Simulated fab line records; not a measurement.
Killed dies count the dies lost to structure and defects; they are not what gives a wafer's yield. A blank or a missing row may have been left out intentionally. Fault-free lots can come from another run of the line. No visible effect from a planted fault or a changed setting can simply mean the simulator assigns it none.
Matching of chambers -- flow n5_finfet -- rie_diel-04 running N5_MOL_CONTACT_COAG_ETCHBACK_135: 4 sister chambers
The step etches SiO2 in CHF3, target depth 25 nm, time 16.7 s. 8 wafers are shown with their chamber, then 9 later ones without.

== WAFERS PAIRED WITH THEIR CHAMBERS ==
wafer,chamber,oes_product_au (a.u.),drypump_motor_current_A (A)
L077.1,3,0.77,5.0
L080.4,1,0.94,5.4
L084.1,1,0.93,5.4
L084.2,3,0.77,4.9
L085.5,2,0.84,5.5
L087.1,2,0.83,5.5
L087.4,0,0.72,6.1
L087.6,0,0.72,6.0

== WAFERS WHOSE CHAMBER IS MISSING ==
wafer,oes_product_au (a.u.),drypump_motor_current_A (A)
L094.1,0.88,5.4
L094.4,0.70,6.1
L094.5,0.82,5.5
L095.1,0.70,6.0
L095.3,0.81,5.5
L095.6,0.71,6.0
L096.2,0.71,6.1
L096.3,0.81,5.5
L096.5,0.81,5.5

== WHICH CHAMBER EACH WENT THROUGH ==
wafer,from the rows above,in truth
L094.1,can't be placed: 2 or 1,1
L094.4,0,0
L094.5,2,2
L095.1,0,0
L095.3,2,2
L095.6,0,0
L096.2,0,0
L096.3,2,2
L096.5,2,2
Correctly placed: 8 of 9. From these rows, 1 cannot be placed; in 1 the true chamber is one of the candidates. 0 placed wrongly.
How it was worked out, from the rows above alone: a wafer's distance from a chamber is the root of the sum, over the readings, of the square of ((its reading less the chamber's mean) divided by the reading's scatter). If the next closest chamber is less than 2 further off than the closest, the wafer can't be placed; otherwise it belongs to the closest. For every chamber, the mean is computed from those of its wafers that are shown. The scatter is the square root of a quotient: the sum, over the shown wafers, of each reading's squared deviation from its chamber's mean, divided by wafers minus chambers.
